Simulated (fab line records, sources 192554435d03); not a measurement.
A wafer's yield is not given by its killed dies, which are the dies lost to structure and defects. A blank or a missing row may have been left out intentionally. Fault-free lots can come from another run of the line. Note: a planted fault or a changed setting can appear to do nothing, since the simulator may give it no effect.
Matching of chambers	flow n5 finfet	3 sister chambers for N5_BEOL_M3_PRE_CLEAN_60 on cvd co-02
The step time 15 s. 24 wafers are shown with their chamber, then 12 later ones without.

WAFERS, EACH WITH ITS CHAMBER
wafer	chamber	heater power w (W)
L075.1	1	60
L075.2	2	85
L075.4	1	58
L076.2	2	86
L076.3	0	116
L076.4	0	113
L080.1	2	85
L080.3	1	57
L080.4	2	87
L082.3	0	114
L082.4	2	89
L082.6	1	59
L083.4	2	89
L083.5	0	119
L083.6	1	59
L084.2	0	120
L084.4	2	86
L084.6	0	116
L085.1	0	116
L085.2	1	58
L085.6	1	61
L089.2	2	89
L089.4	1	59
L089.6	0	118

SIGNATURES (means of the wafers above)
reading	chamber 0	chamber 1	chamber 2	scatter within a chamber
heater power w	116.50	58.88	87.00	1.86
Rule: a wafer's distance from a chamber is the root of the sum, over the readings, of the square of ((its reading less the chamber's mean) divided by the reading's scatter). If the next closest chamber is less than 2 further off than the closest, the wafer can't be placed; otherwise it belongs to the closest. The scatter: the root of (the sum of the squares of (reading less its chamber's mean) over the shown wafers, divided by (wafers less chambers)).

WAFERS MISSING THEIR CHAMBER
wafer	heater power w (W)
L091.1	121
L091.2	59
L091.4	90
L092.1	119
L092.3	57
L092.4	115
L095.1	89
L095.2	115
L095.4	115
L094.2	90
L094.3	59
L094.5	86

WHICH CHAMBER EACH WENT THROUGH
wafer	from the rows above	in truth
L091.1	0	0
L091.2	1	1
L091.4	2	2
L092.1	0	0
L092.3	1	1
L092.4	0	0
L095.1	2	2
L095.2	0	0
L095.4	0	0
L094.2	2	2
L094.3	1	1
L094.5	2	2
12 of 12 placed correctly. Left unplaced by these rows: 0. Number placed wrongly: 0.
